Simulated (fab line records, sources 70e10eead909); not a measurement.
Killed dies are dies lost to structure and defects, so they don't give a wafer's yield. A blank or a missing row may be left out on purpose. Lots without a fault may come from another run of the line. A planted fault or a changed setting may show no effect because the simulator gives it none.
A struck lot beside a sound one | flow nand_harc | 15 steps out of a route of 1302
Sound: wafers L727.4, L727.5, L727.6. Struck: wafers L735.2, L735.4, L735.5. The cause comes at the end.
At each step with rows: each side's tool, then ch and its chambers, then its first start. Under that, the readings that differ: sound wafers | struck wafers | difference of the means | sigmas: that difference in standard deviations of wafers without a fault.
alike: readings whose means differ by less than 2 such deviations, and words and numbers that are the same on both sides. not compared: withheld readings, readings that some wafer has no value for, bounds like >300 that may hide the same value, and numbers for which the record gives no deviation and whose values overlap.
The two part at a step that has a row with sigmas, a row that says differs or no value, or rows on one side only. Numbers that don't overlap but have no deviation are shown without sigmas and don't part them. A reading that every wafer of one side lacks parts them only if that side has two wafers or more.

NHARC_A_ZERO_WELL_DESCUM_12: chemistry O2, time 3 s.
  sound on rie_diel-09 ch 1,2, day 7 15:08; struck on rie_diel-07 ch 0,1,2, day 11 06:22
  alike: drypump_motor_current_A, oes_product_au, rf_vpp_V, showerhead_plenum_p_Torr, throttle_valve_pct
  not compared: rf_hours_counter_h
NHARC_A_ZERO_WELL_ETCH_19: etches the open film in N2/H2, target depth 80 nm, overetch 24 nm, time 87.88 s.
  sound on rie_diel-09 ch 1,2,3, day 7 15:13; struck on rie_diel-07 ch 0,2, day 11 06:27
  alike: drypump_motor_current_A, n2_flow_sccm, oes_product_au, rf_vpp_V, showerhead_plenum_p_Torr, throttle_valve_pct
  not compared: rf_hours_counter_h
NHARC_A_ZERO_WELL_ETCH_13: etches the open film in HBr/Cl2, target depth 120 nm, time 40.1 s.
  sound on rie_si-02 ch 0,1,2, day 7 15:23; struck on rie_si-01 ch 0,1, day 11 06:34
  alike: drypump_motor_current_A, oes_product_au, throttle_valve_pct
  not compared: rf_hours_counter_h
then, 4 steps without rows for these wafers: NHARC_A_ZERO_WELL_STRIP_14 (strips in SPM, time 900 s); NHARC_A_ZERO_WELL_IMPLANT_15; NHARC_A_ZERO_WELL_PRECLEAN_22 (cleans in SC1, time 60 s); NHARC_A_ZERO_WELL_SRD_23.
NHARC_A_ZERO_WELL_RTA_16: time 10 s.
  sound on rtp_anneal-02 ch 0, day 7 16:20; struck on rtp_anneal-01 ch 0, day 11 07:29
  reading             | sound                | struck               | difference | sigmas
  lamp_power_pct (%)  | 32.6 32.7 32.6       | 28.7 28.6 28.6       | -4.0       | -2
  lamp_zone_5_pct (%) | 32.6 32.6 32.7       | 28.7 28.6 28.6       | -4.0       | -2
  wafer_temp_C_max    | 1004.1 1003.6 1003.9 | 1002.5 1002.2 1002.1 | -1.6       | -2
NHARC_A_ZERO_WELL_INSPECT_17:
  sound on defect_inspect-02, day 7 16:26; struck on defect_inspect-02, day 11 07:40
  alike: raw_defect_count
then, 2 steps without rows for these wafers: NHARC_A_SOURCE_PLATE_PRECLEAN_00 (cleans in HF-LAST, time 60 s); NHARC_A_SOURCE_PLATE_SRD_01.
NHARC_A_SOURCE_PLATE_OXIDE_02: material SiO2, target thk 10 nm, ox time 1362 s.
  sound on furnace-02 ch 0, day 7 19:32; struck on furnace-02 ch 0, day 11 20:26
  alike: spike_tc_upper_C, zone_power_bottom_pct
NHARC_A_SOURCE_PLATE_THK_MEAS_09: measures by ellipsometry.
  sound on film_metro-01, day 7 23:32; struck on film_metro-01, day 12 00:59
  reading     | sound        | struck         | difference | sigmas
  thk_nm (nm) | 9.8 9.0 12.1 | 15.2 15.2 15.2 | +4.9       | +4
then, 1 step without rows for these wafers: NHARC_A_SOURCE_PLATE_PVD_04 (deposits WSi2, target thk 50 nm).
-- the record jumps here: 17 days lie between the struck wafers' starts before and after (it left off in module A_SOURCE_PLATE and takes up again in module END, whose first step shown is number 1302 of the route) --
NHARC_END_SORT_01:
  sound on prober-02 ch 0, day 24 22:51; struck on prober-01 ch 0, day 28 20:28
  alike: killed_at_array, killed_at_other, killed_at_periphery, killed_dies, killed_open, killed_short

WHERE THEY PART
First at NHARC_A_ZERO_WELL_RTA_16; last, within this record, at NHARC_A_SOURCE_PLATE_THK_MEAS_09. Later steps at which nothing parts them and some readings are alike: NHARC_END_SORT_01.

WHY: what the simulator had put in
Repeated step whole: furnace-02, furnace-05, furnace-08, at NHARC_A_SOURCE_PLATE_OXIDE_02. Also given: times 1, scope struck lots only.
